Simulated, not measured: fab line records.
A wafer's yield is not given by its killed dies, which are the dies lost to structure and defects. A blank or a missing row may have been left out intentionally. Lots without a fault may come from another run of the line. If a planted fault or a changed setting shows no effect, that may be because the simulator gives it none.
One fault seen from 2 desks | flow nand-harc | what lay behind the numbers comes last; until then each desk has only its own

== THE METROLOGY DESK ==
Lot by lot, what the gauges showed, no matter which tool ran the lot: averages of those sampled wafers that carry a number. Marked OUT: a lot whose mean sits more than 4 standard deviations from the usual mean, which makes it out of limits; the brackets give that distance.
Columns: A = cd-nm at NHARC_A_CONTACT_CD_MEAS_53, usual 289.6 nm
lot  | first seen here | A
L574 | day 22 07:42    | 290.0
L573 | day 22 12:38    | 289.9
L576 | day 22 13:20    | 289.7
L575 | day 22 14:53    | 290.3
L578 | day 23 05:25    | 288.8
L577 | day 23 05:31    | 289.4
L579 | day 24 01:19    | 289.9
L581 | day 25 09:53    | 289.4
L584 | day 26 07:58    | 289.6
L589 | day 28 14:08    | 289.1
L592 | day 29 07:02    | 289.5
L593 | day 29 07:14    | 288.3
L596 | day 31 09:58    | 289.3
L595 | day 31 13:21    | 290.4
This desk's verdict: no lot among the 14 shows anything out of limits.

== DESK OF THE TOOL OWNER: litho-track-06 ==
The tool's own readings at NHARC_A_CONTACT_DEVELOP_68 (develop time 35 s): means of the sampled wafers that have a number, for each lot that ran on this tool. Marked OUT: a lot whose mean sits more than 4 standard deviations from the usual mean, which makes it out of limits; the brackets give that distance.
Columns: A = chill-plate-temp-C at NHARC_A_CONTACT_DEVELOP_68, usual 22.99 C
lot  | first seen here | A
L573 | day 22 19:00    | 22.89
L575 | day 22 22:00    | 23.06
L578 | day 23 10:00    | 23.10
L579 | day 24 10:00    | 22.87
L584 | day 26 22:00    | 22.94
L589 | day 28 18:00    | 22.99
L595 | day 31 19:00    | 22.90
This desk's verdict: no lot among the 7 shows anything out of limits.

== ALL TOGETHER ==
At the metrology desk, nothing out of limits was observed.
Nothing out of limits was seen by the tool owner's desk.

== WHAT WAS PUT IN BY THE SIMULATOR ==
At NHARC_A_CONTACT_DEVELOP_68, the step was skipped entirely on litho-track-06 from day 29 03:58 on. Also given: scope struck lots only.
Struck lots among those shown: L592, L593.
